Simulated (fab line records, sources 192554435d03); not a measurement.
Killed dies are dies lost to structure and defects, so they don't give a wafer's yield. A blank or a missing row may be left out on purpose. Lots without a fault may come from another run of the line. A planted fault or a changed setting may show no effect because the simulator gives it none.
fab line records | flow n5_finfet
record lots=7 wafers=39
route steps=1938 shown PMOS_HMC_CHANNEL_EPI@64 STI_FIN_REVEAL@190 SD_EPI_N@288 GATE_CUT@467 BEOL_M0_SAQP@672 BEOL_M0@738 BEOL_M2@890 BEOL_M4@1092
start_h: hours from the record's first day to the start of the lot's first wafer shown | wait_h: hours since the lot's step before | " the same as in the row above | L1.1+2: a row that stands for several wafers | - no value, or no start given | * or withheld: withheld | < > ~ a bound
route shown NAME@n: a module of which the file shows steps, and the number in the route of the first | usual: mean/standard deviation of fault-free wafers | same: alike in all rows | chamber/n: place in a boat | sites: the reading at each site | _std_site: their standard deviation | _edge_site: outer sites' mean less inner sites' | radius_mm: how far each site lies from the wafer's centre | mask NAME#n: copy n | behind: the tool/chamber that last shaped the wafer | hold: why the lot was held/for how many hours/how that ended | device: the transistor (n, p or np) that didn't switch | end of line: the same wafers' tests at the end of the route | a step without rows: its recipe alone | killed: dies lost to structure and defects at the first sort, not the wafer's yield | map: a wafer's dies, x killed, . not, _ none there
set.NAME: the setting as run; set.NAME@STEP: as run at that earlier step | model.NAME: the simulator's own value behind a step, which no gauge read
lots whose settings were changed on purpose; a table a step, a row a wafer
## steps
# step N5_PMOS_HMC_CHANNEL_EPI_DEVELOP_08
# recipe develop_time_s=30 developer=TMAH resist=CAR-ArF-block dev_temp_c=23 rinse_liquid=diw dry=air_spin
# step N5_STI_FIN_REVEAL_ETCHBACK_08
# recipe chemistry=C4F6/O2 target=SiO2 target_depth_a=305 time_s=10.167 ion_energy_ev=250 pressure_mtorr=30 source_w=345 bias_w=185 Ar_flow_sccm=300 C4F6_flow_sccm=10 O2_flow_sccm=10
# step N5_SD_EPI_N_EPI_21
# recipe material=Si:P dopant=P temp_c=680 pressure_torr=255 time_s=690
# step N5_GATE_CUT_ETCHBACK_30
# recipe chemistry=Cl2/Ar target=TiN target_depth_a=30 mode=isotropic pressure_mtorr=10 icp_w=600 bias_w=60 Cl2_flow_sccm=40 Ar_flow_sccm=60
# step N5_BEOL_M0_SAQP_ETCH_106
# recipe chemistry=N2/H2 target=SOC target_depth_a=1500 stop_on=SiNx ion_energy_ev=100 bias_w=61 pressure_mtorr=30 source_w=850 n2_flow_sccm=200 h2_flow_sccm=200
# step N5_BEOL_M0_SPUTTER_134
# recipe material=Cu target_thk_a=40 temp_c=-20 chamber_pressure_pa=0.07 power_w=withheld time_s=7.37
# step N5_BEOL_M2_TRENCH_ETCH_37
# recipe chemistry=C4F6/O2 target_depth_a=555.55 target=SiOC time_s=29.2 ion_energy_ev=250 pressure_mtorr=30 source_w=355 bias_w=185 Ar_flow_sccm=300 C4F6_flow_sccm=10 O2_flow_sccm=10
# step N5_BEOL_M4_SPUTTER_88
# recipe material=Cu target_thk_a=45 temp_c=-20 chamber_pressure_pa=0.07 power_w=withheld time_s=8.29
# step N5_BEOL_M4_RC_MEAS_101
# usual ION_N=674/12 ION_P=463/7.8 REXT_N=75.3/1.8 REXT_P=100.3/2.1 RS_SD_N=28.3/0.37 SERP_M2=205/17
# columns lot.wafer tool chamber start_h wait_h set.develop_time_s@PMOS_HMC_CHANNEL_EPI_DEVELOP_08 set.time_s@STI_FIN_REVEAL_ETCHBACK_08 set.time_s@SD_EPI_N_EPI_21 set.target_depth_a@GATE_CUT_ETCHBACK_30 set.target_depth_a@BEOL_M0_SAQP_ETCH_106 set.target_thk_a@BEOL_M0_SPUTTER_134 set.target_depth_a@BEOL_M2_TRENCH_ETCH_37 set.target_thk_a@BEOL_M4_SPUTTER_88 ION_N[uA/um] ION_P[uA/um] REXT_N[ohm.um] REXT_P[ohm.um] RS_SD_N[ohm/sq] SERP_M2[ohm/um]
L078.1 prober-01 0 205.84 0.0 18.22 10.167 477 12.36 1500 40 555.55 45 641 448 87.1 102.8 38.1 187
L078.2 " 0 " " 30 10.167 477 12.36 1500 33.84 555.55 45 671 468 88.1 102.5 38.8 203
L078.3 " 0 " " 30 10.167 690 30 1500 40 555.55 45 656 462 79.7 102.3 29.1 194
L078.4 " 0 " " 18.22 10.167 477 30 1500 33.84 555.55 45 657 457 87.4 102.4 37.9 175
L078.5 " 0 " " 18.22 10.167 690 12.36 1500 40 555.55 45 664 462 78.6 101.7 28.4 210
L078.6 " 0 " " 30 10.167 690 30 1500 33.84 555.55 45 665 463 79.1 103.9 29.1 182
L083.1 prober-02 0 229.13 0.2 30 5.493 424.7 20.22 1500 55.8 555.55 45 - - - - - 212
L083.2 " 0 " " 40.94 5.493 690 30 1500 40 775 45 - - - - - 128
L083.3 " 0 " " 40.94 5.493 424.7 20.22 1500 55.8 775 62.36 - - - - - 108
L083.4 " 0 " " 30 10.167 690 30 1500 55.8 555.55 62.36 687 467 77.3 97.9 28.5 203
L083.5 " 0 " " 30 10.167 690 20.22 1500 40 555.55 62.36 678 465 75.8 98.4 28.5 209
L083.6 " 0 " " 40.94 10.167 424.7 30 1500 40 775 45 648 463 89.2 97.1 43.3 110
L086.1 prober-01 0 249.56 0.0 43.59 10.167 1059 30 1500 52.5 748.1 20.34 657 442 73.2 101.7 21.2 121
L086.2 " 0 " " 43.59 10.167 1059 17.92 1500 40 555.55 20.34 663 451 72.3 101.6 21.0 208
L086.3 " 0 " " 30 10.167 690 30 1500 40 555.55 20.34 650 451 77.4 100.7 28.6 220
L086.4 " 0 " " 43.59 10.167 690 30 1500 52.5 748.1 45 690 473 77.0 100.9 28.5 132
L086.5 " 0 " " 30 10.167 690 17.92 1500 40 748.1 45 660 449 75.2 100.8 28.0 127
L086.6 " 0 " " 30 10.167 1059 17.92 1500 52.5 555.55 45 670 457 71.9 101.0 20.9 196
L088.1 prober-02 0 272.23 0.0 22.86 11.91 690 30 1500 40 555.55 38.08 697 487 74.0 97.0 28.5 222
L088.2 " 0 " " 22.86 10.167 690 30 1500 40 555.55 45 667 461 73.5 98.3 28.5 192
L088.3 " 0 " " 22.86 10.167 1078 30 1500 49.19 841.4 38.08 665 456 70.8 97.8 20.6 110
L088.4 " 0 " " 30 11.91 690 30 1500 49.19 841.4 45 680 488 73.2 95.7 28.4 111
L088.5 " 0 " " 30 11.91 1078 30 1500 49.19 555.55 45 719 492 69.8 96.9 20.5 237
L088.6 " 0 " " 30 10.167 1078 30 1500 40 841.4 38.08 666 450 71.3 99.2 20.4 105
L092.1 prober-01 0 280.04 0.0 30 10.167 690 30 1500 40 555.55 45 683 479 72.4 100.5 28.2 196
L092.2 " 0 " " 30 13.69 690 36.78 1500 23.54 555.55 24.56 732 503 70.2 97.3 28.5 203
L092.3 " 0 " " 30 13.69 690 36.78 1500 23.54 555.55 45 762 493 69.1 98.8 28.1 188
L092.4 " 0 " " 30 13.69 690 30 969.5 40 555.55 24.56 758 495 69.9 97.5 28.1 205
L092.5 " 0 " " 30 10.167 690 30 969.5 23.54 555.55 24.56 687 477 72.8 100.8 28.1 194
L092.6 " 0 " " 30 10.167 690 36.78 969.5 40 555.55 45 686 472 70.8 100.6 28.1 192
L094.2 prober-02 0 298.55 0.2 30 10.167 690 30 1500 40 555.55 45 677 471 75.8 99.9 28.3 236
L094.3 " 0 " " 30 10.167 690 30 1500 40 555.55 45 657 456 75.5 100.6 28.0 188
L094.6 " 0 " " 30 10.167 690 30 1500 40 555.55 45 666 462 75.9 101.4 28.1 237
L096.1 prober-01 0 302.13 0.0 30 8.472 690 30 1500 40 555.55 45 629 434 77.4 106.8 28.6 193
L096.2 " 0 " " 23.3 10.167 690 21.09 1500 40 555.55 27.15 670 467 75.3 101.3 28.8 208
L096.3 " 0 " " 23.3 10.167 690 21.09 941.1 40 393 27.15 667 464 73.1 102.4 28.4 399
L096.4 " 0 " " 23.3 8.472 931.3 30 1500 40 393 45 626 429 75.9 106.8 23.2 379
L096.5 " 0 " " 30 10.167 931.3 30 941.1 40 393 27.15 693 475 71.2 100.8 22.7 329
L096.6 " 0 " " 30 8.472 931.3 21.09 941.1 40 555.55 45 631 432 74.3 106.3 23.3 203
## key
split step=N5_PMOS_HMC_CHANNEL_EPI_DEVELOP_08 setting=develop_time_s stated_as=30
response none clear
split step=N5_STI_FIN_REVEAL_ETCHBACK_08 setting=time_s stated_as=10.167
response step=N5_BEOL_M4_RC_MEAS_101 reading=ION_N slope=+2.24 per=1% together_with=all explained=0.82
response step=N5_BEOL_M4_RC_MEAS_101 reading=REXT_P slope=-0.111 per=1% together_with=all explained=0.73
response step=N5_BEOL_M4_RC_MEAS_101 reading=ION_P slope=+1.03 per=1% together_with=all explained=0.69
split step=N5_SD_EPI_N_EPI_21 setting=time_s stated_as=690
response step=N5_BEOL_M4_RC_MEAS_101 reading=RS_SD_N slope=-0.181 per=1% together_with=all explained=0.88
response step=N5_BEOL_M4_RC_MEAS_101 reading=REXT_N slope=-0.11 per=1% together_with=all explained=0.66
split step=N5_GATE_CUT_ETCHBACK_30 setting=target_depth_a stated_as=30
response none clear
split step=N5_BEOL_M0_SAQP_ETCH_106 setting=target_depth_a stated_as=1500
response none clear
split step=N5_BEOL_M0_SPUTTER_134 setting=target_thk_a stated_as=40
response none clear
split step=N5_BEOL_M2_TRENCH_ETCH_37 setting=target_depth_a stated_as=555.55
response step=N5_BEOL_M4_RC_MEAS_101 reading=SERP_M2 slope=-2.62 per=1% together_with=all explained=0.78
split step=N5_BEOL_M4_SPUTTER_88 setting=target_thk_a stated_as=45
response none clear
